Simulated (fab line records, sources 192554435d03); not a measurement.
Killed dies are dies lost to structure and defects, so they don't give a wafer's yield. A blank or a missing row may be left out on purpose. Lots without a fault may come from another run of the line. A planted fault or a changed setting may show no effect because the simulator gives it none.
Which tool did it? | flow n5_finfet | 24 lots, 72 wafers sampled, at 5 steps of a route of 1938

WHAT THE GAUGES READ, wafer by wafer
N5_BEOL_M6_INSPECT_30: inspects for defects (brightfield). Usual: raw_defect_count 400, standard deviation 98.
lot  | measured     | on                | raw_defect_count | flag
L077 | day 9 02:08  | defect_inspect-02 | 455 366 507      |
L075 | day 9 02:19  | defect_inspect-01 | 346 368 301      |
L074 | day 9 02:29  | defect_inspect-01 | 523 559 520      |
L076 | day 9 04:13  | defect_inspect-01 | 511 431 394      |
L078 | day 9 16:50  | defect_inspect-02 | 265 282 331      |
L079 | day 9 22:25  | defect_inspect-01 | 388 393 376      |
L080 | day 10 01:56 | defect_inspect-02 | 327 343 267      |
L081 | day 10 04:09 | defect_inspect-02 | 559 370 559      |
L082 | day 10 08:33 | defect_inspect-02 | 395 507 409      |
L083 | day 10 22:13 | defect_inspect-02 | 336 311 424      |
L084 | day 11 09:30 | defect_inspect-02 | 410 353 288      |
L085 | day 11 15:55 | defect_inspect-01 | 402 425 487      |
L086 | day 11 20:18 | defect_inspect-02 | 329 351 320      |
L088 | day 11 21:40 | defect_inspect-01 | 382 683 420      |
L087 | day 12 02:02 | defect_inspect-01 | 622 466 538      |
L089 | day 12 10:16 | defect_inspect-02 | 317 323 285      |
L090 | day 12 21:39 | defect_inspect-01 | 505 524 492      |
L091 | day 12 23:50 | defect_inspect-01 | 290 325 408      |
L092 | day 13 03:32 | defect_inspect-01 | 281 312 476      |
L093 | day 13 15:00 | defect_inspect-02 | 302 336 347      |
L094 | day 13 16:35 | defect_inspect-01 | 329 350 331      |
L095 | day 14 10:22 | defect_inspect-01 | 568 520 560      |
L096 | day 14 12:02 | defect_inspect-02 | 462 477 336      |
L097 | day 14 16:59 | defect_inspect-02 | 270 560 343      |

N5_BEOL_M6_CD_MEAS_35: target cd 40 nm, target cd y 28 nm. Usual: cd_nm 40.1 nm, standard deviation 0.46.
lot  | measured     | on        | cd_nm (nm)     | flag
L077 | day 9 02:49  | cd_sem-03 | 40.3 40.4 40.3 |
L075 | day 9 03:10  | cd_sem-02 | 40.8 40.1 40.4 |
L074 | day 9 03:13  | cd_sem-03 | 39.8 39.7 39.7 |
L076 | day 9 04:50  | cd_sem-03 | 40.5 40.5 41.0 |
L078 | day 9 17:27  | cd_sem-02 | 39.8 40.5 39.9 |
L079 | day 9 23:34  | cd_sem-02 | 40.0 40.8 40.3 |
L080 | day 10 02:45 | cd_sem-02 | 40.9 39.7 40.7 |
L081 | day 10 04:46 | cd_sem-01 | 39.7 40.0 40.9 |
L082 | day 10 09:13 | cd_sem-03 | 40.3 40.3 40.0 |
L083 | day 10 23:01 | cd_sem-02 | 40.0 39.9 40.2 |
L084 | day 11 10:24 | cd_sem-02 | 40.1 39.6 40.3 |
L085 | day 11 16:31 | cd_sem-01 | 40.0 39.9 40.2 |
L086 | day 11 21:08 | cd_sem-03 | 40.2 40.6 40.4 |
L088 | day 11 22:17 | cd_sem-03 | 39.1 39.7 39.2 |
L087 | day 12 02:39 | cd_sem-03 | 40.2 39.8 40.3 |
L089 | day 12 11:02 | cd_sem-03 | 40.6 40.8 39.8 |
L090 | day 12 22:32 | cd_sem-03 | 40.4 39.7 40.2 |
L091 | day 13 00:41 | cd_sem-01 | 39.9 39.2 39.2 |
L092 | day 13 04:09 | cd_sem-02 | 40.4 41.2 39.7 |
L093 | day 13 15:40 | cd_sem-01 | 40.2 39.4 40.3 |
L094 | day 13 17:34 | cd_sem-01 | 39.8 39.1 39.4 |
L095 | day 14 10:59 | cd_sem-01 | 40.0 39.8 40.6 |
L096 | day 14 12:39 | cd_sem-03 | 40.3 40.1 40.2 |
L097 | day 14 17:40 | cd_sem-02 | 40.1 40.3 40.2 |

N5_BEOL_M6_INSPECT_58: inspects for defects (darkfield). Usual: raw_defect_count 68, standard deviation 22.
lot  | measured     | on                | raw_defect_count | flag
L077 | day 9 05:13  | defect_inspect-01 | 121 54 74        |
L075 | day 9 05:27  | defect_inspect-01 | 63 56 53         |
L074 | day 9 05:34  | defect_inspect-02 | 121 78 47        |
L076 | day 9 06:55  | defect_inspect-01 | 54 54 51         |
L078 | day 9 20:29  | defect_inspect-02 | 42 32 56         |
L079 | day 10 02:09 | defect_inspect-02 | 79 83 75         |
L080 | day 10 05:28 | defect_inspect-02 | 37 49 50         |
L081 | day 10 07:53 | defect_inspect-01 | 80 87 52         |
L082 | day 10 12:37 | defect_inspect-01 | 81 83 59         |
L083 | day 11 03:09 | defect_inspect-01 | 78 49 56         |
L084 | day 11 12:49 | defect_inspect-01 | 79 63 67         |
L085 | day 11 18:58 | defect_inspect-01 | 80 52 87         |
L086 | day 11 23:34 | defect_inspect-01 | 79 79 64         |
L088 | day 12 01:00 | defect_inspect-01 | 67 64 104        |
L087 | day 12 05:34 | defect_inspect-02 | 72 68 40         |
L089 | day 12 13:34 | defect_inspect-01 | 64 133 64        |
L090 | day 13 01:13 | defect_inspect-01 | 51 56 61         |
L091 | day 13 03:10 | defect_inspect-01 | 121 90 82        |
L092 | day 13 06:57 | defect_inspect-02 | 83 57 82         |
L093 | day 13 18:40 | defect_inspect-02 | 38 34 44         |
L094 | day 13 20:56 | defect_inspect-01 | 61 67 56         |
L095 | day 14 13:37 | defect_inspect-01 | 72 83 117        |
L096 | day 14 15:46 | defect_inspect-01 | 84 95 59         |
L097 | day 14 20:27 | defect_inspect-02 | 91 64 66         |

WHICH TOOL RAN EACH LOT (tool, then ch and the chambers of the sampled wafers, then the start)
lot  | N5_BEOL_M6_DEGAS_44          | N5_BEOL_M6_ANNEAL_51
L077 | pvd_sputter-03, day 9 03:30  | rtp_anneal-01 ch 0, day 9 04:34
L075 | pvd_sputter-03, day 9 03:35  | rtp_anneal-01 ch 0, day 9 04:47
L074 | pvd_sputter-03, day 9 03:40  | rtp_anneal-02 ch 0, day 9 04:48
L076 | pvd_sputter-02, day 9 05:12  | rtp_anneal-02 ch 0, day 9 06:14
L078 | pvd_sputter-01, day 9 18:17  | rtp_anneal-02 ch 0, day 9 19:37
L079 | pvd_sputter-02, day 10 00:20 | rtp_anneal-02 ch 0, day 10 01:17
L080 | pvd_sputter-02, day 10 03:43 | rtp_anneal-02 ch 0, day 10 04:43
L081 | pvd_sputter-03, day 10 05:10 | rtp_anneal-02 ch 0, day 10 07:08
L082 | pvd_sputter-02, day 10 09:45 | rtp_anneal-01 ch 0, day 10 11:53
L083 | pvd_sputter-01, day 10 23:53 | rtp_anneal-01 ch 0, day 11 02:24
L084 | pvd_sputter-03, day 11 11:03 | rtp_anneal-01 ch 0, day 11 12:05
L085 | pvd_sputter-01, day 11 17:19 | rtp_anneal-01 ch 0, day 11 18:16
L086 | pvd_sputter-03, day 11 21:45 | rtp_anneal-02 ch 0, day 11 22:49
L088 | pvd_sputter-03, day 11 23:03 | rtp_anneal-01 ch 0, day 12 00:14
L087 | pvd_sputter-03, day 12 03:28 | rtp_anneal-02 ch 0, day 12 04:51
L089 | pvd_sputter-01, day 12 11:33 | rtp_anneal-01 ch 0, day 12 12:53
L090 | pvd_sputter-01, day 12 23:02 | rtp_anneal-01 ch 0, day 13 00:33
L091 | pvd_sputter-03, day 13 01:05 | rtp_anneal-02 ch 0, day 13 02:25
L092 | pvd_sputter-01, day 13 04:36 | rtp_anneal-02 ch 0, day 13 06:15
L093 | pvd_sputter-01, day 13 16:59 | rtp_anneal-02 ch 0, day 13 17:55
L094 | pvd_sputter-02, day 13 17:57 | rtp_anneal-01 ch 0, day 13 20:11
L095 | pvd_sputter-01, day 14 11:46 | rtp_anneal-02 ch 0, day 14 12:47
L096 | pvd_sputter-01, day 14 13:11 | rtp_anneal-01 ch 0, day 14 15:07
L097 | pvd_sputter-02, day 14 18:07 | rtp_anneal-01 ch 0, day 14 19:50
- N5_BEOL_M6_DEGAS_44: time 60 s.
- N5_BEOL_M6_ANNEAL_51: time 90 s.

WHAT THE TOOLS THEMSELVES READ (means of the sampled wafers that have a number; where no wafer has one, the mark that the record gives instead)
N5_BEOL_M6_DEGAS_44. Usual: heater_power_w 365 W, standard deviation 33.
lot  | tool           | heater_power_w (W) | flag
L077 | pvd_sputter-03 | 342                |
L075 | pvd_sputter-03 | 352                |
L074 | pvd_sputter-03 | 363                |
L076 | pvd_sputter-02 | 390                |
L078 | pvd_sputter-01 | 379                |
L079 | pvd_sputter-02 | 383                |
L080 | pvd_sputter-02 | 353                |
L081 | pvd_sputter-03 | 348                |
L082 | pvd_sputter-02 | 358                |
L083 | pvd_sputter-01 | 336                |
L084 | pvd_sputter-03 | 341                |
L085 | pvd_sputter-01 | 371                |
L086 | pvd_sputter-03 | 343                |
L088 | pvd_sputter-03 | 348                |
L087 | pvd_sputter-03 | 349                |
L089 | pvd_sputter-01 | 353                |
L090 | pvd_sputter-01 | 357                |
L091 | pvd_sputter-03 | 343                |
L092 | pvd_sputter-01 | 390                |
L093 | pvd_sputter-01 | 345                |
L094 | pvd_sputter-02 | 392                |
L095 | pvd_sputter-01 | 337                |
L096 | pvd_sputter-01 | 380                |
L097 | pvd_sputter-02 | 386                |

N5_BEOL_M6_ANNEAL_51. Usual: wafer_temp_C_max 226.21, standard deviation 0.25.
lot  | tool          | wafer_temp_C_max | flag
L077 | rtp_anneal-01 | 226.41           |
L075 | rtp_anneal-01 | 226.39           |
L074 | rtp_anneal-02 | 226.53           |
L076 | rtp_anneal-02 | 226.23           |
L078 | rtp_anneal-02 | 226.15           |
L079 | rtp_anneal-02 | 226.34           |
L080 | rtp_anneal-02 | 225.90           |
L081 | rtp_anneal-02 | 226.28           |
L082 | rtp_anneal-01 | 225.91           |
L083 | rtp_anneal-01 | 226.37           |
L084 | rtp_anneal-01 | 226.21           |
L085 | rtp_anneal-01 | 226.31           |
L086 | rtp_anneal-02 | 226.12           |
L088 | rtp_anneal-01 | 226.39           |
L087 | rtp_anneal-02 | 226.13           |
L089 | rtp_anneal-01 | 226.04           |
L090 | rtp_anneal-01 | 226.17           |
L091 | rtp_anneal-02 | 226.05           |
L092 | rtp_anneal-02 | 226.24           |
L093 | rtp_anneal-02 | 226.04           |
L094 | rtp_anneal-01 | 226.18           |
L095 | rtp_anneal-02 | 226.16           |
L096 | rtp_anneal-01 | 226.38           |
L097 | rtp_anneal-01 | 226.60           |

THE ANSWER, worked out from the rows above alone
Rule: a lot is off if the mean of its wafers that have a number lies more than 3 standard deviations from the usual mean. A lot without any number at a reading at which 4 lots or more have one is off too. The other lots that the step has rows for count as sound. The gauges are gone through in route order, then the tools' own readings, and for those a lot's mean is taken as printed above. The first step at which some lot is off is used, and at that step the reading that is off furthest; a lot without a number counts as furthest.
No lot is off at any reading shown: from this, nothing can be told.

WHAT THE SIMULATOR HAD PUT IN
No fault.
